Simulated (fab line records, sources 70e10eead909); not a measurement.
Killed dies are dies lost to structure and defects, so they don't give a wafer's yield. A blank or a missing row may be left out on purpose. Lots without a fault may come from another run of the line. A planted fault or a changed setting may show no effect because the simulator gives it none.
A struck lot beside a sound one | flow nand_harc | 14 steps out of a route of 1302
Sound: wafers L387.3, L387.4, L387.6. Struck: wafers L391.3, L391.4, L391.5. The cause comes at the end.
At each step with rows: each side's tool, then ch and its chambers, then its first start. Under that, the readings that differ: sound wafers | struck wafers | difference of the means | sigmas: that difference in standard deviations of wafers without a fault.
alike: readings whose means differ by less than 2 such deviations, and words and numbers that are the same on both sides. not compared: withheld readings, readings that some wafer has no value for, bounds like >300 that may hide the same value, and numbers for which the record gives no deviation and whose values overlap.
The two part at a step that has a row with sigmas, a row that says differs or no value, or rows on one side only. Numbers that don't overlap but have no deviation are shown without sigmas and don't part them. A reading that every wafer of one side lacks parts them only if that side has two wafers or more.

NHARC_P_M2_DEP_33: deposits SiCN, target thk 30 nm.
  sound on pecvd-04 ch 0,1, day 10 20:46; struck on pecvd-02 ch 0,1,2, day 12 14:29
  alike: heater_power_w
NHARC_P_BONDPAD_DEP_00: deposits SiCN, target thk 250 nm.
  sound on pecvd-04 ch 0,1,2; struck on pecvd-02 ch 0,2
  alike: heater_power_w
NHARC_P_BONDPAD_CMP_32: polishes SiCN, target thk 200 nm.
  sound on cmp-04 ch 0,1, day 10 21:34; struck on cmp-02 ch 0,1,2, day 12 15:11
  alike: motor_current_A, slurry_filter_dp_kPa
NHARC_P_BONDPAD_THK_MEAS_33: measures by ellipsometry.
  sound on film_metro-02, day 10 21:48; struck on film_metro-02, day 12 15:26
  reading     | sound             | struck            | difference | sigmas
  thk_nm (nm) | 200.5 198.1 197.8 | 202.1 203.3 202.0 | +3.7       | +3
then, 8 steps without rows for these wafers: NHARC_P_BONDPAD_SRD_34; NHARC_P_BONDPAD_DEHYDRATE_01 (time 120 s); NHARC_P_BONDPAD_HMDS_02 (time 30 s); NHARC_P_BONDPAD_COAT_36 (time 65 s); NHARC_P_BONDPAD_COAT_03 (resist thk 600 nm); NHARC_P_BONDPAD_SOFTBAKE_04 (time 70 s); NHARC_P_BONDPAD_EBR_05; NHARC_P_BONDPAD_EXPOSE_06 (exposes mask P BPAD).
NHARC_P_BONDPAD_PEB_07: peb time 80 s.
  sound on litho_track-02 ch 0, day 10 22:17; struck on litho_track-02, day 12 15:48
  no value came back on the struck wafers for chill_plate_temp_C (C), exhaust_pa (Pa); on the sound wafers chill_plate_temp_C (C) reads 22.91 22.86 23.01
then, 1 step without rows for these wafers: NHARC_P_BONDPAD_DEVELOP_08 (time 50 s).

WHERE THEY PART
First at NHARC_P_BONDPAD_THK_MEAS_33; last, within this record, at NHARC_P_BONDPAD_PEB_07.

WHY: what the simulator had put in
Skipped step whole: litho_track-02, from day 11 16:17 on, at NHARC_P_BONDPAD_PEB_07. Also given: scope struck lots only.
